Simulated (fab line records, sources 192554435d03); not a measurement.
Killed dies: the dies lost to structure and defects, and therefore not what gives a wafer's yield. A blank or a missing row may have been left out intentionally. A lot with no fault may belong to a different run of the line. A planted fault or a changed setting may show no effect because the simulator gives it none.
fab line records ; flow n5Finfet
record: lots: 5; wafers: 15; lastDay: 16
route steps=1938 shown BEOL_M4@1099 BEOL_M5@1112 BEOL_M7@1302 PASSIVATION@1936
lots that met no fault: from a run of the same line without faults
startH: hours from the record's first day to the start of the lot's first wafer shown ; waitH: hours from the lot's prior step to this one ; " unchanged from the row above ; L1.1+2: several wafers, shown together as one row ; - no value present, or no start provided ; * or withheld: withheld ; < > ~ a bound
route shown NAME@n: a module of which the file shows steps, and the number in the route of the first ; usual: average and standard deviation across the fault-free wafers ; same: alike in all rows ; chamber/n: place in a boat ; sites: the reading at each site ; _std_site: standard deviation across them ; _edge_site: the outer-site mean with the inner-site mean subtracted ; radiusMm: how far each site lies from the wafer's centre ; mask NAME#n: copy n ; behind: the last tool/chamber to shape the wafer ; hold: why the lot went on hold/how many hours it stayed there/how the hold came to an end ; device: names the non-switching transistor (n, p or np) ; end of line: the tests these same wafers got at the end of their route ; a step with no rows: only its recipe ; killed: dies lost to structure and defects at the first sort, not the wafer's yield ; map: shows each die of a wafer: x if killed, . if not, _ if none is there
set.NAME: setting as actually run; set.NAME@STEP: the setting as run at that earlier step ; model.NAME: the simulator's own value behind a step, which no gauge read
a table for each step, a row for each wafer; lots at some steps of the route
services: from which hour (startH, from the record's first day; less than 0 if before it) a tool's chamber was out of use, for how many hours, and why
== steps ==
step: N5_BEOL_M4_ANNEAL_95
recipe: tempC: 400; timeS: 240; ambient: vacuum
step: N5_BEOL_M4_SPUTTER_96
recipe: material: Cu; targetThkA: 45; tempC: -20; chamberPressurePa: 0.07; powerW: withheld; timeS: 8.29
step: N5_BEOL_M4_ECD_50
recipe: material: Cu; targetThkA: 3000
step: N5_BEOL_M4_ANNEAL_51
recipe: tempC: 225; timeS: 90; ambient: N2
step: N5_BEOL_M4_CMP_52
recipe: stopOn: SiOC; tOverpolishS: 6.8; downForcePsi: 1; platenRpm: 50; clearingPlatenDownForcePsi: 1.5; clearingPlatenRpm: 50; postCmpClean: cuAlkaline; targetThkNm: 40; clearingPlatenPadVelocityMS: 0.99484; padVelocityMS: 0.99484
step: N5_BEOL_M4_PRE_CLEAN_60
recipe: gas: NH3/H2; timeS: 15; tempC: *; rfPowerW: 300
step: N5_BEOL_M4_CO_CAP_55
recipe: material: Co; targetThkA: 20; tempC: 200; precursor: CCTBA/H2; pressureTorr: 30; timeS: 102.1
step: N5_BEOL_M4_PRE_CLEAN_56
recipe: gas: NH3; timeS: 15; tempC: withheld; rfPowerW: 300
step: N5_BEOL_M4_DEP_57
recipe: material: SiCN; targetThkA: 80; tempC: withheld; precursor: 3MS/NH3; pressureTorr: 3; rfW: 202; timeS: 14
step: N5_BEOL_M4_RC_MEAS_101
usual: DIBL_N: 35.9/1.6; DIBL_P: 35.6/2.1; IOFF_N: 0.149/0.029; IOFF_P: 0.20/0.033; ION_N: 671/11; ION_P: 460/7.3; SS_N: 71.4/0.62; SS_P: 73.2/0.65; VT_N: 251/3.1; VT_P: -251/3.4
lot.wafer;tool;chamber;startH;waitH;DIBL_N[mV/V];DIBL_P[mV/V];IOFF_N[nA/um];IOFF_P[nA/um];ION_N[uA/um];ION_P[uA/um];SS_N[mV/dec];SS_P[mV/dec];VT_N[mV];VT_P[mV]
L298.1;prober-02;0;165.30;0.0;34.7;35.3;0.124;0.17;662;454;71.0;73.4;256;-254
L298.2;prober-02;0;165.30;0.0;34.8;35.0;0.120;0.16;652;450;70.7;73.1;255;-255
L298.4;prober-02;0;165.30;0.0;36.1;34.7;0.132;0.15;653;445;71.4;73.5;254;-258
L308.1;prober-01;0;230.41;0.0;38.3;38.9;0.210;0.23;695;468;71.7;74.2;244;-247
L308.2;prober-01;0;230.41;0.0;37.5;38.4;0.208;0.23;694;471;72.0;73.6;244;-248
L308.5;prober-01;0;230.41;0.0;39.1;40.7;0.229;0.26;685;470;72.0;74.2;247;-248
L310.1;prober-02;0;233.55;0.0;37.7;37.6;0.173;0.20;676;452;72.1;73.4;250;-253
L310.4;prober-02;0;233.55;0.0;35.5;35.1;0.132;0.16;651;448;70.6;72.9;254;-258
L310.6;prober-02;0;233.55;0.0;36.4;36.5;0.149;0.19;669;456;71.3;73.9;252;-254
L309.1;prober-01;0;236.34;0.0;34.7;33.5;0.129;0.20;663;460;71.4;73.7;251;-249
L309.3;prober-01;0;236.34;0.0;34.8;33.8;0.125;0.22;653;463;71.2;73.2;254;-249
L309.6;prober-01;0;236.34;0.0;35.6;33.3;0.139;0.22;661;454;71.1;72.9;251;-246
L319.1;prober-02;0;288.83;0.0;36.2;35.5;0.185;0.22;677;463;71.8;74.1;248;-250
L319.4;prober-02;0;288.83;0.0;38.2;38.7;0.225;0.28;694;476;71.9;74.4;244;-247
L319.6;prober-02;0;288.83;0.0;38.2;38.4;0.237;0.28;687;464;72.3;75.4;243;-249
step: N5_BEOL_M5_ILD_DEP_00
recipe: material: SiCOH_lowk; targetThkA: 1406.4; tempC: 300; precursor: DEMS/porogen; pressureTorr: 5; rfW: 500; timeS: 25.9
step: N5_BEOL_M5_CURE_79
recipe: tempC: 385; timeS: 240; ambient: He/Ar; material: SiCOH_lowk
step: N5_BEOL_M5_PECVD_70
recipe: material: SiO2; targetThkA: 160; tempC: 400; precursor: TEOS/O2; pressureTorr: 5.5; rfW: 450; teosFlowSccm: 53.8; gas: O2; flowSccm: 3000; timeS: 18
step: N5_BEOL_M5_HM_DEP_02
recipe: material: TiN; targetThkA: 200; tempC: 25; chamberPressurePa: 0.49996
step: N5_BEOL_M5_COAT_59
recipe: resist: SOC; tempC: 250; timeS: 60; spinRpm: 1500; resistThkNm: 60
step: N5_BEOL_M5_COAT_60
recipe: resist: SiARC; tempC: 220; timeS: 60; spinRpm: 1500; resistThkNm: 12
step: N5_BEOL_M5_COAT_71
recipe: resist: underlayer; tempC: 205; timeS: 60; spinRpm: 1500; resistThkNm: 5
step: N5_BEOL_M5_COAT_05
recipe: resist: CAR-EUV; spinRpm: 1500; resistThkNm: 30
step: N5_BEOL_M5_EBR_07
recipe: solvent: PGMEA; ebrWidthMm: 1.5
step: N5_BEOL_M5_SOFTBAKE_06
recipe: tempC: 110; timeS: 60; resist: CAR-EUV
step: N5_BEOL_M5_EXPOSE_08
recipe: maskId: M5; na: 0.33; sourceShape: annular; sigmaInner: 0.4; sigmaOuter: 0.8; polarization: unpolarized; targetCdNm: 28; doseMj: 35.75
step: N5_BEOL_M5_PEB_09
recipe: pebTempC: 100; pebTimeS: 60; resist: CAR-EUV
step: N5_BEOL_M5_DEVELOP_10
recipe: developTimeS: 30; developer: TMAH; resist: CAR-EUV; rinseLiquid: surfactantRinse; dry: airSpin; devTempC: 23
step: N5_BEOL_M5_DESCUM_16
recipe: chemistry: O2; timeS: 7; sourcePowerW: 50; biasPowerW: 20; pressureMtorr: 20; rfFrequencyHz: 2.712e+07; tempC: 40; resist: CAR-EUV; o2FlowSccm: 225
step: N5_BEOL_M5_ETCH_72
recipe: chemistry: N2/H2; target: underlayer; targetDepthA: 65; maskMaterial: CAR-EUV; timeS: 5.2; ionEnergyEv: 200; pressureMtorr: 30; sourceW: 840; biasW: 150; n2FlowSccm: 200; h2FlowSccm: 200; ends: cleared
step: N5_BEOL_M5_ETCH_61
recipe: chemistry: CF4; target: SiARC; targetDepthA: 156; maskMaterial: CAR-EUV; timeS: 26; ionEnergyEv: 80; pressureMtorr: 40; sourceW: 545; biasW: 36; Ar_flow_sccm: 100; cf4FlowSccm: 100; ends: cleared
step: N5_BEOL_M5_ETCH_62
recipe: chemistry: N2/H2; target: SOC; targetDepthA: 750; overetchA: 150; maskMaterial: SiARC; tempC: 40; timeS: 112.5; ionEnergyEv: 200; pressureMtorr: 30; sourceW: 840; biasW: 150; n2FlowSccm: 200; h2FlowSccm: 200
step: N5_BEOL_M5_STRIP_63
recipe: chemistry: N2/H2; tempC: 40; n2FlowSccm: 200; h2FlowSccm: 200; rfFrequencyHz: 6e+07
step: N5_BEOL_M5_STRIP_73
recipe: chemistry: N2/H2; tempC: 40; n2FlowSccm: 200; h2FlowSccm: 200; rfFrequencyHz: 6e+07
step: N5_BEOL_M5_STRIP_64
recipe: chemistry: CF4; resist: SiARC; powerW: 300; biasPowerW: 75; pressureMtorr: 50; cf4FlowSccm: 150; rfFrequencyHz: 6e+07
step: N5_BEOL_M5_HM_OPEN_17
recipe: chemistry: Cl2/BCl3; targetDepthA: 200; overetchA: 60; target: TiN; maskMaterial: SOC; ionEnergyEv: 150; pressureMtorr: 10; icpW: 1000; biasW: 126; Cl2_flow_sccm: 53.25; bcl3FlowSccm: 21.75; Ar_flow_sccm: 25
step: N5_BEOL_M5_STRIP_19
recipe: chemistry: O2; powerW: 400; tempC: 40; pressureMtorr: 30; rfFrequencyHz: 6e+07; biasPowerW: 0; overashFraction: 0.2; o2FlowSccm: 225
step: N5_BEOL_M5_COAT_65
recipe: resist: SOC; tempC: 250; timeS: 60; spinRpm: 1500; resistThkNm: 60
step: N5_BEOL_M5_COAT_66
recipe: resist: SiARC; tempC: 220; timeS: 60; spinRpm: 1500; resistThkNm: 12
step: N5_BEOL_M7_ETCH_66
recipe: chemistry: N2/H2; target: SOC; targetDepthA: 800; overetchA: 160; maskMaterial: SiARC; tempC: 40; timeS: 120; ionEnergyEv: 200; pressureMtorr: 30; sourceW: 840; biasW: 150; n2FlowSccm: 200; h2FlowSccm: 200
usual: biasW: 150.0/0.47; chamberPressureMTorr: 29.998/0.027; drypumpMotorCurrentA: 5.7/0.4; oesProductAu: 0.58/0.067; rfVppV: 523.6/2.3; showerheadPlenumPTorr: 2.53/0.079; throttleValvePct: 17.88/0.25
lot.wafer;tool;chamber;startH;waitH;biasW;chamberPressureMTorr;drypumpMotorCurrentA;oesProductAu;rfHoursCounterH;rfVppV;showerheadPlenumPTorr;throttleValvePct;model.CAR-EUV_of_BEOL_M7_COAT_22.thkNm;model.SiARC_of_BEOL_M7_COAT_64.thkNm;model.underlayer_of_BEOL_M7_COAT_71.thkNm
L298.1;rieDiel-01;0;187.79;0.0;150.9;30.025;5.3;0.54;250;524.8;2.59;18.17;0;6.6;0
L298.2;rieDiel-01;1;187.79;0.0;150.8;30.004;6.0;0.66;35;526.3;2.57;17.38;0;6.4;0
L298.4;rieDiel-01;2;187.79;0.0;151.4;29.980;6.3;0.56;165;522.1;2.54;18.01;0;6.6;0
L308.1;rieDiel-01;3;255.86;0.0;-;-;-;-;-;-;-;-;11.4;12;5
L308.2;rieDiel-01;1;255.86;0.0;-;-;-;-;-;-;-;-;11.4;12;5
L308.5;rieDiel-01;3;255.86;0.0;-;-;-;-;-;-;-;-;11.4;12;5
L310.1;rieDiel-03;1;256.14;0.0;-;-;-;-;-;-;-;-;11.2;12;5
L310.4;rieDiel-03;0;256.14;0.0;-;-;-;-;-;-;-;-;11.2;12;5
L310.6;rieDiel-03;3;256.14;0.0;-;-;-;-;-;-;-;-;11.2;12;5
L309.1;rieDiel-01;3;259.56;0.0;-;-;-;-;-;-;-;-;11.2;12;5
L309.3;rieDiel-01;1;259.56;0.0;-;-;-;-;-;-;-;-;11.2;12;5
L309.6;rieDiel-01;2;259.56;0.0;-;-;-;-;-;-;-;-;11;12;5
L319.1;rieDiel-04;3;315.00;0.0;149.8;29.994;6.0;0.75;3;522.2;2.50;17.84;0;6;0
L319.4;rieDiel-04;2;315.00;0.0;149.5;29.969;5.7;0.52;227;525.4;2.62;17.57;0;6.6;0
L319.6;rieDiel-04;0;315.00;0.0;149.4;29.971;4.7;0.52;-;519.9;2.40;18.25;0;6.4;0
step: N5_BEOL_M7_VIA_ETCH_34
recipe: chemistry: C4F6/O2; target: SiCOH_lowk; targetDepthA: 1255; maskMaterial: SOC; taperDeg: 4; timeS: 50.5; ionEnergyEv: 250; pressureMtorr: 30; sourceW: 345; biasW: 185; Ar_flow_sccm: 300; C4F6_flow_sccm: 10; O2_flow_sccm: 10
usual: C4F6_flow_sccm: 9.997/0.026; O2_flow_sccm: 10.000/0.027; drypumpMotorCurrentA: 5.7/0.4; mfcArSccm: 300.0/0.95; oes_f_703_au: 0.77/0.096; oesProductAu: 0.76/0.097; rfVppV: 661/10; showerheadPlenumPTorr: 2.84/0.083; throttleValvePct: 20.98/0.25
lot.wafer;tool;chamber;startH;waitH;C4F6_flow_sccm;O2_flow_sccm;drypumpMotorCurrentA;mfcArSccm;oes_f_703_au;oesProductAu;rfHoursCounterH;rfVppV;showerheadPlenumPTorr;throttleValvePct
L298.1;rieDiel-01;0;187.89;0.0;9.957;9.996;5.3;301.0;0.72;0.69;250;645;2.89;21.18
L298.2;rieDiel-01;1;187.89;0.0;9.987;10.035;6.0;300.1;0.87;0.88;35;674;2.90;20.55
L298.4;rieDiel-01;2;187.89;0.0;9.972;9.985;6.3;300.8;0.77;0.73;165;648;2.83;20.99
L308.1;rieDiel-01;3;255.96;0.0;9.979;9.993;5.8;300.2;0.70;0.27;202;664;2.71;20.70
L308.2;rieDiel-01;1;255.96;0.0;9.985;9.994;6.0;300.8;0.85;0.32;53;675;2.89;20.39
L308.5;rieDiel-01;3;255.96;0.0;10.002;9.995;5.8;299.7;0.71;0.27;-;663;2.72;20.70
L310.1;rieDiel-03;1;256.24;0.0;9.994;10.018;5.8;299.2;0.72;0.27;205;666;2.84;21.03
L310.4;rieDiel-03;0;256.24;0.0;9.999;10.007;5.7;300.8;0.70;0.27;170;667;2.95;21.03
L310.6;rieDiel-03;3;256.24;0.0;9.989;10.006;5.3;301.3;0.75;0.27;-;664;2.96;21.06
L309.1;rieDiel-01;3;259.66;0.0;10.025;9.984;5.8;299.9;0.70;0.27;203;664;2.71;20.71
L309.3;rieDiel-01;1;259.66;0.0;10.016;9.952;6.0;299.5;0.85;0.32;55;676;2.89;20.44
L309.6;rieDiel-01;2;259.66;0.0;9.983;9.998;6.3;298.7;0.75;0.27;-;648;2.82;20.88
L319.1;rieDiel-04;3;315.10;0.0;10.005;10.071;5.9;300.4;1.01;1.01;3;668;2.80;21.06
L319.4;rieDiel-04;2;315.10;0.0;9.992;10.052;5.7;299.2;0.68;0.68;227;660;2.91;20.61
L319.6;rieDiel-04;0;315.10;0.0;10.022;9.982;4.7;298.8;0.67;0.67;-;670;2.70;21.19
step: N5_PASSIVATION_PROBE_49
usual: defectLimitedYield: 90.9/1.5; killed_at_M0_to_M3: 36/9.9; killed_at_M4_up: 13/4.5; killedAtContacts: 13/6.4; killedAtFrontEnd: 42/12; killedAtOther: 3.4/3; killedDies: 107/18; killedOnRim: 14/4.3; killedOpen: 69/13; killedShort: 35/8.2; sort_bin_5_function: 5.3/1.1; sort_bin_6_memory: 3.4/0.69; sort_bin_8_speed: 0.00/0.0071; sortNPass: 1073/18; sortYieldPct: 90.9/1.5
same: grossDies: 1180; killedAtBackSide: 0; sort_bin_4_leakage[%]: 0
lot.wafer;tool;chamber;startH;waitH;defectLimitedYield[%];killed_at_M0_to_M3;killed_at_M4_up;killedAtContacts;killedAtFrontEnd;killedAtOther;killedDies;killedOnRim;killedOpen;killedShort;sort_bin_5_function[%];sort_bin_6_memory[%];sort_bin_8_speed[%];sortNPass;sortYieldPct[%]
L308.1;prober-02;-;331.58;0.0;0;45;1056;11;67;1;1180;152;87;45;94.8;4.9;0;0;0
L308.2;prober-02;-;331.63;0.1;0;24;1113;7;34;2;1180;152;54;31;96.9;2.6;0;0;0
L308.5;prober-02;-;331.78;0.2;0;23;1090;9;58;0;1180;152;69;31;95.5;4.0;0;0;0
L310.1;prober-01;-;331.58;0.0;0;41;1102;3;34;0;1180;152;75;24;97.4;2.4;0;0;0
L310.4;prober-01;-;331.73;0.2;0;26;1121;2;30;1;1180;152;62;19;97.3;2.5;0;0;0
L310.6;prober-01;-;331.83;0.3;0;33;1089;11;46;1;1180;152;84;28;96.1;3.7;0;0;0
L309.1;prober-01;-;333.57;0.0;0;46;1100;6;28;0;1180;152;60;37;96.4;3.4;0;0;0
L309.3;prober-01;-;333.67;0.1;0;37;1087;9;44;3;1180;152;74;36;96.1;3.5;0;0;0
L309.6;prober-01;-;333.82;0.3;0;37;1086;11;45;1;1180;152;67;33;96.0;3.6;0;0;0
L319.1;prober-01;-;391.63;0.0;88.6;37;19;14;60;5;135;16;93;37;6.5;4.7;0;1045;88.6
L319.4;prober-01;-;391.78;0.2;93.9;23;19;5;24;1;72;10;44;26;3.6;2.4;0;1108;93.9
L319.6;prober-01;-;391.88;0.3;93.2;22;17;9;30;2;80;9;48;31;4.2;2.3;0;1100;93.2
killed by level:class
L308.1 BEOL_M7:areaEtch=1044 FIN_SAQP:geometricParticle:open=18 STI_FIN_REVEAL:geometricParticle:open=17 BEOL_M0_SAQP:geometricParticle:open=13 FIN_SAQP:geometricParticle:short=12 BEOL_M0_SAQP:geometricParticle:short=12 MOL_CONTACT_COAG:geometricParticle:open=8 DUMMY_GATE:geometricParticle:open=5
L310.1 BEOL_M7:areaEtch=1081 BEOL_M2:geometricParticle:open=17 FIN_SAQP:geometricParticle:open=11 BEOL_M3:geometricParticle:open=10 BEOL_M4:geometricParticle:open=10 FIN_SAQP:geometricParticle:short=6 BEOL_M0:geometricParticle:open=4 BEOL_M5:geometricParticle:open=4
L308.2 BEOL_M7:areaEtch=1092 FIN_SAQP:geometricParticle:short=9 BEOL_M0_SAQP:geometricParticle:open=8 BEOL_M4:geometricParticle:open=8 BEOL_M0_SAQP:geometricParticle:short=6 BEOL_M5:geometricParticle:open=6 FIN_SAQP:geometricParticle:open=5 MOL_CONTACT_COAG:geometricParticle:open=5
L310.4 BEOL_M7:areaEtch=1098 BEOL_M4:geometricParticle:open=12 FIN_SAQP:geometricParticle:open=10 STI_FIN_REVEAL:geometricParticle:open=8 BEOL_M3:geometricParticle:open=7 BEOL_M0_SAQP:geometricParticle:short=6 BEOL_M0_SAQP:geometricParticle:open=5 BEOL_M5:geometricParticle:open=5
L308.5 BEOL_M7:areaEtch=1078 FIN_SAQP:geometricParticle:open=14 FIN_SAQP:geometricParticle:short=11 BEOL_M4:geometricParticle:open=10 STI_FIN_REVEAL:geometricParticle:open=9 MOL_CONTACT_COAG:geometricParticle:open=8 DUMMY_GATE:geometricParticle:open=7 STI_FIN_REVEAL:geometricParticle:short=4
L310.6 BEOL_M7:areaEtch=1068 FIN_SAQP:geometricParticle:open=17 BEOL_M1:geometricParticle:open=10 MOL_CONTACT_COAG:geometricParticle:open=9 BEOL_M2:geometricParticle:open=7 BEOL_M4:geometricParticle:open=7 STI_FIN_REVEAL:geometricParticle:open=6 BEOL_M5:geometricParticle:open=6
L309.1 BEOL_M7:areaEtch=1083 BEOL_M2:geometricParticle:open=13 FIN_SAQP:geometricParticle:short=9 BEOL_M0_SAQP:geometricParticle:short=9 FIN_SAQP:geometricParticle:open=6 MOL_CONTACT_COAG:geometricParticle:open=6 BEOL_M3:geometricParticle:open=6 BEOL_M1:geometricParticle:open=5
L309.3 BEOL_M7:areaEtch=1069 BEOL_M1:geometricParticle:open=11 FIN_SAQP:geometricParticle:short=9 STI_FIN_REVEAL:geometricParticle:open=9 MOL_CONTACT_COAG:geometricParticle:open=9 BEOL_M0_SAQP:geometricParticle:short=9 FIN_SAQP:geometricParticle:open=7 BEOL_M4:geometricParticle:open=7
L309.6 BEOL_M7:areaEtch=1078 FIN_SAQP:geometricParticle:short=13 BEOL_M0_SAQP:geometricParticle:open=12 MOL_CONTACT_COAG:geometricParticle:open=10 FIN_SAQP:geometricParticle:open=9 BEOL_M2:geometricParticle:open=9 BEOL_M0_SAQP:geometricParticle:short=6 ILD0:geometricParticle:open=4
L319.1 FIN_SAQP:geometricParticle:open=27 FIN_SAQP:geometricParticle:short=19 BEOL_M3:geometricParticle:open=15 MOL_CONTACT_COAG:geometricParticle:open=12 BEOL_M4:geometricParticle:open=11 BEOL_M2:geometricParticle:open=7 BEOL_M0_SAQP:geometricParticle:open=4 BEOL_M3:geometricParticle:short=4
L319.4 BEOL_M4:geometricParticle:open=9 FIN_SAQP:geometricParticle:open=8 BEOL_M0_SAQP:geometricParticle:open=6 BEOL_M0_SAQP:geometricParticle:short=6 FIN_SAQP:geometricParticle:short=5 BEOL_M5:geometricParticle:open=4 DUMMY_GATE:geometricParticle:open=3 MOL_CONTACT_COAG:geometricParticle:open=3
L319.6 FIN_SAQP:geometricParticle:short=11 BEOL_M4:geometricParticle:open=8 FIN_SAQP:geometricParticle:open=7 MOL_CONTACT_COAG:geometricParticle:open=7 BEOL_M2:geometricParticle:open=6 DUMMY_GATE:geometricParticle:open=4 BEOL_M0_SAQP:geometricParticle:open=4 BEOL_M3:geometricParticle:short=4
map L308.1 (x killed, . not)
_________________xxxxxxxxxxxx________________
______________xxxxxxxxxxxxxxxxxx_____________
___________xxxxxxxxxxxxxxxxxxxxxxxx__________
__________xxxxxxxxxxxxxxxxxxxxxxxxxx_________
________xxxxxxxxxxxxxxxxxxxxxxxxxxxxxx_______
_______xxxxxxxxxxxxxxxxxxxxxxxxxxxxxxxx______
______xxxxxxxxxxxxxxxxxxxxxxxxxxxxxxxxxx_____
_____xxxxxxxxxxxxxxxxxxxxxxxxxxxxxxxxxxxx____
____xxxxxxxxxxxxxxxxxxxxxxxxxxxxxxxxxxxxxx___
___xxxxxxxxxxxxxxxxxxxxxxxxxxxxxxxxxxxxxxxx__
___xxxxxxxxxxxxxxxxxxxxxxxxxxxxxxxxxxxxxxxx__
__xxxxxxxxxxxxxxxxxxxxxxxxxxxxxxxxxxxxxxxxxx_
__xxxxxxxxxxxxxxxxxxxxxxxxxxxxxxxxxxxxxxxxxx_
_xxxxxxxxxxxxxxxxxxxxxxxxxxxxxxxxxxxxxxxxxxxx
_xxxxxxxxxxxxxxxxxxxxxxxxxxxxxxxxxxxxxxxxxxxx
_xxxxxxxxxxxxxxxxxxxxxxxxxxxxxxxxxxxxxxxxxxxx
_xxxxxxxxxxxxxxxxxxxxxxxxxxxxxxxxxxxxxxxxxxxx
_xxxxxxxxxxxxxxxxxxxxxxxxxxxxxxxxxxxxxxxxxxxx
_xxxxxxxxxxxxxxxxxxxxxxxxxxxxxxxxxxxxxxxxxxxx
_xxxxxxxxxxxxxxxxxxxxxxxxxxxxxxxxxxxxxxxxxxxx
_xxxxxxxxxxxxxxxxxxxxxxxxxxxxxxxxxxxxxxxxxxxx
__xxxxxxxxxxxxxxxxxxxxxxxxxxxxxxxxxxxxxxxxxx_
__xxxxxxxxxxxxxxxxxxxxxxxxxxxxxxxxxxxxxxxxxx_
___xxxxxxxxxxxxxxxxxxxxxxxxxxxxxxxxxxxxxxxx__
___xxxxxxxxxxxxxxxxxxxxxxxxxxxxxxxxxxxxxxxx__
____xxxxxxxxxxxxxxxxxxxxxxxxxxxxxxxxxxxxxx___
_____xxxxxxxxxxxxxxxxxxxxxxxxxxxxxxxxxxxx____
______xxxxxxxxxxxxxxxxxxxxxxxxxxxxxxxxxx_____
_______xxxxxxxxxxxxxxxxxxxxxxxxxxxxxxxx______
________xxxxxxxxxxxxxxxxxxxxxxxxxxxxxx_______
__________xxxxxxxxxxxxxxxxxxxxxxxxxx_________
___________xxxxxxxxxxxxxxxxxxxxxxxx__________
______________xxxxxxxxxxxxxxxxxx_____________
_________________xxxxxxxxxxxx________________
map L309.1 (x killed, . not)
_________________xxxxxxxxxxxx________________
______________xxxxxxxxxxxxxxxxxx_____________
___________xxxxxxxxxxxxxxxxxxxxxxxx__________
__________xxxxxxxxxxxxxxxxxxxxxxxxxx_________
________xxxxxxxxxxxxxxxxxxxxxxxxxxxxxx_______
_______xxxxxxxxxxxxxxxxxxxxxxxxxxxxxxxx______
______xxxxxxxxxxxxxxxxxxxxxxxxxxxxxxxxxx_____
_____xxxxxxxxxxxxxxxxxxxxxxxxxxxxxxxxxxxx____
____xxxxxxxxxxxxxxxxxxxxxxxxxxxxxxxxxxxxxx___
___xxxxxxxxxxxxxxxxxxxxxxxxxxxxxxxxxxxxxxxx__
___xxxxxxxxxxxxxxxxxxxxxxxxxxxxxxxxxxxxxxxx__
__xxxxxxxxxxxxxxxxxxxxxxxxxxxxxxxxxxxxxxxxxx_
__xxxxxxxxxxxxxxxxxxxxxxxxxxxxxxxxxxxxxxxxxx_
_xxxxxxxxxxxxxxxxxxxxxxxxxxxxxxxxxxxxxxxxxxxx
_xxxxxxxxxxxxxxxxxxxxxxxxxxxxxxxxxxxxxxxxxxxx
_xxxxxxxxxxxxxxxxxxxxxxxxxxxxxxxxxxxxxxxxxxxx
_xxxxxxxxxxxxxxxxxxxxxxxxxxxxxxxxxxxxxxxxxxxx
_xxxxxxxxxxxxxxxxxxxxxxxxxxxxxxxxxxxxxxxxxxxx
_xxxxxxxxxxxxxxxxxxxxxxxxxxxxxxxxxxxxxxxxxxxx
_xxxxxxxxxxxxxxxxxxxxxxxxxxxxxxxxxxxxxxxxxxxx
_xxxxxxxxxxxxxxxxxxxxxxxxxxxxxxxxxxxxxxxxxxxx
__xxxxxxxxxxxxxxxxxxxxxxxxxxxxxxxxxxxxxxxxxx_
__xxxxxxxxxxxxxxxxxxxxxxxxxxxxxxxxxxxxxxxxxx_
___xxxxxxxxxxxxxxxxxxxxxxxxxxxxxxxxxxxxxxxx__
___xxxxxxxxxxxxxxxxxxxxxxxxxxxxxxxxxxxxxxxx__
____xxxxxxxxxxxxxxxxxxxxxxxxxxxxxxxxxxxxxx___
_____xxxxxxxxxxxxxxxxxxxxxxxxxxxxxxxxxxxx____
______xxxxxxxxxxxxxxxxxxxxxxxxxxxxxxxxxx_____
_______xxxxxxxxxxxxxxxxxxxxxxxxxxxxxxxx______
________xxxxxxxxxxxxxxxxxxxxxxxxxxxxxx_______
__________xxxxxxxxxxxxxxxxxxxxxxxxxx_________
___________xxxxxxxxxxxxxxxxxxxxxxxx__________
______________xxxxxxxxxxxxxxxxxx_____________
_________________xxxxxxxxxxxx________________
== services ==
tool;chamber;startH;hours;kind
rieDiel-01;0;188.11;-;clean
rieDiel-01;0;188.11;-;consumableReplace:focusRing
rieDiel-01;0;188.11;20.4;scheduledDown
rieDiel-01;0;188.11;20.4;ventCycle
rieDiel-01;1;203.57;15.6;repair
rieDiel-04;0;241.77;2.9;repair
rieDiel-03;3;243.02;4.6;repair
rieDiel-04;3;266.66;7.7;repair
rieDiel-04;3;288.44;-;clean
rieDiel-04;3;288.44;-;consumableReplace:focusRing
rieDiel-04;3;288.44;14.5;scheduledDown
rieDiel-04;3;288.44;14.5;ventCycle
rieDiel-03;2;305.25;9.0;repair
rieDiel-01;3;312.30;7.9;repair
rieDiel-01;0;314.42;5.3;repair
== key ==
firstSign: step: N5_BEOL_M7_ETCH_66; reading: toolRecord; direction: missing
effect: step: N5_BEOL_M7_VIA_ETCH_34; reading: oesProductAu; direction: down; sigmas: 4.9; usual: 0.76; struck: 0.28
effect: step: N5_PASSIVATION_PROBE_49; reading: killed_at_M4_up; direction: up; sigmas: 99+; usual: 13; struck: 1094
modelEffect: step: N5_BEOL_M7_ETCH_66; value: CAR-EUV_of_BEOL_M7_COAT_22.thkNm; without: 0; struck: 11.24
moreKillsBornAt: N5_BEOL_M7_ETCH_66@rieDiel-01: 6444; N5_BEOL_M7_ETCH_66@rieDiel-03: 3247
metAt N5_BEOL_M7_ETCH_66
struckWafers L308.1,L308.2,L308.5,L309.1,L309.3,L309.6,L310.1,L310.4,L310.6
laterRowsLeftOut L308.1,L308.2,L308.5,L309.1,L309.3,L309.6,L310.1,L310.4,L310.6
onsetBetween 187.79 255.86
fault: kind: skippedStepWhole; tool: rieDiel-01,rieDiel-03; chamber: -; onsetH: 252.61; steps: N5_BEOL_M7_ETCH_66; scope: struckLotsOnly
laterRowsLeftOut: the simulator's readings of these wafers behind a module that went badly wrong aren't trusted and aren't shown, but for the sort
